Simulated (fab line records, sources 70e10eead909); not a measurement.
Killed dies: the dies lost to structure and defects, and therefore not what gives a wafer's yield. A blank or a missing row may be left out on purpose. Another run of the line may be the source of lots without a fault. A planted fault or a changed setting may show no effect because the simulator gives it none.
Code-filled problem report in 8D (eight disciplines) form	flow nand_harc	the parts of the form that need people (team, actions taken, sign-off) are left out

## 1. THE PROBLEM
Wafers without a fault read 4, standard deviation 3.2; killed_at_periphery at NHARC_END_SORT_01 reads a mean of 70 on 3 wafers belonging to 2 lots. That puts it +21 standard deviations away from the usual mean.
First observed at day 21 02:41: wafer L789.4, on prober-02. At this step, 7 wafers from 3 lots have a number in the record. Rule for "out" (also "out of limits"): further than 4 standard deviations from the usual mean. All remaining wafers that have a number are taken as sound.

## 2. WHAT THIS IS AND IS NOT
question	is	is not
which readings at this step	killed_at_periphery, sort_bin_2_pct, sort_bin_3_pct	killed_at_array, killed_at_other, killed_open, killed_short, sort_bin_4_pct
which lots	L788, L789	L785
which wafers of those lots	L788.1, L788.6, L789.4	L788.5
read on which gauges	prober-01, prober-02	-
when	from day 21 02:41	up to then (3 sound wafers); but 1 sound wafer of L788 came after

## 3. WHAT RULES OUT EACH SUSPECT
Counting: any tool at a process step up to the reading remains a suspect provided it ran every lot that is out. Sound lots after the first of them don't rule it out here, since some wafers of a struck lot are sound.
- the gauge at NHARC_END_SORT_01 has been ruled out. The wafers that are out were read on 2 gauges (prober-01, prober-02).
- pvd_sputter-02 at NHARC_P_M1_DEGAS_29 (time 60 s): kept. It ran every lot that is out, first L788 (day 7 13:08).
- pvd_sputter-02 at NHARC_P_M1_PVD_21 (deposits Cu, target thk 30 nm, time 20.49 s): kept. It ran every lot that is out, first L788 (day 7 13:22).
- rtp_anneal-01 at NHARC_P_M1_ANNEAL_31 (time 90 s): kept. It processed each lot that is out (first: L788, day 7 13:52); up to then, its last sound lot is L785 (day 6 14:10).
- rie_diel-09 at NHARC_P_M2_ETCH_28 (etches the open film in CF4/N2, target depth 30 nm, time 72.99 s): kept. It processed each lot that is out (first: L789, day 21 02:41); up to then, its last sound lot is L785 (day 20 14:14). NHARC_P_M2_ETCH_28: start missing for some lots; hours and lot order therefore follow NHARC_END_SORT_01.
- Within rie_diel-09 at NHARC_P_M2_ETCH_28: the wafers that are out ran in chambers 2, 3; their sound lot-mates ran in chamber 0.
Left after counting: pvd_sputter-02 at NHARC_P_M1_DEGAS_29, pvd_sputter-02 at NHARC_P_M1_PVD_21, rtp_anneal-01 at NHARC_P_M1_ANNEAL_31, rie_diel-09 at NHARC_P_M2_ETCH_28.

## 4. THE CAUSE (what the simulator had put in)
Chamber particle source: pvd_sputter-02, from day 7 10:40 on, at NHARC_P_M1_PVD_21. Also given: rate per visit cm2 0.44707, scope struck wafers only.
Of the 4 suspects that counting leaves, this tool is one.

## 5. THE CHAIN OF EFFECTS, in route order
Each row: a reading whose mean over the struck wafers that have a number lies more than 3 standard deviations from the usual. Only readings for which the record gives a usual standard deviation are gone through. hours: the time from each lot's start at the first step in this table that gives one to its start at this step, as a median over the lots. sigmas: the change in usual standard deviations.
hours	step	reading	usual	on struck wafers	change	sigmas
0	NHARC_END_SORT_01	defect_limited_yield	95.0 %	87.6	-7.4	-4.3
0	NHARC_END_SORT_01	killed_at_periphery	4	70	+66	+21
0	NHARC_END_SORT_01	killed_dies	34	84	+50	+4.1
0	NHARC_END_SORT_01	sort_bin_2_pct	1.6 %	6.0	+4.4	+6.2
0	NHARC_END_SORT_01	sort_bin_3_pct	0.26 %	1.67	+1.41	+6.1
0	NHARC_END_SORT_01	sort_n_pass	643	593	-50	-4.1
0	NHARC_END_SORT_01	sort_yield_pct	95.0 %	87.6	-7.4	-4.3

## 6. WHAT WOULD HAVE CAUGHT IT SOONER
In this record the first reading out of limits at a measuring or inspecting step was taken at day 21 02:41, 328 hours after the fault began at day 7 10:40.
Tool readings at NHARC_P_M1_PVD_21 with a usual standard deviation given in the record: none out on any struck wafer, hence no alarm at a limit of 4 standard deviations on them.
Each of the lots that are out, 2 in all, had begun NHARC_P_M1_PVD_21 on pvd_sputter-02 no later than day 21 02:41. None of them would have been spared by holding the tool at that moment.
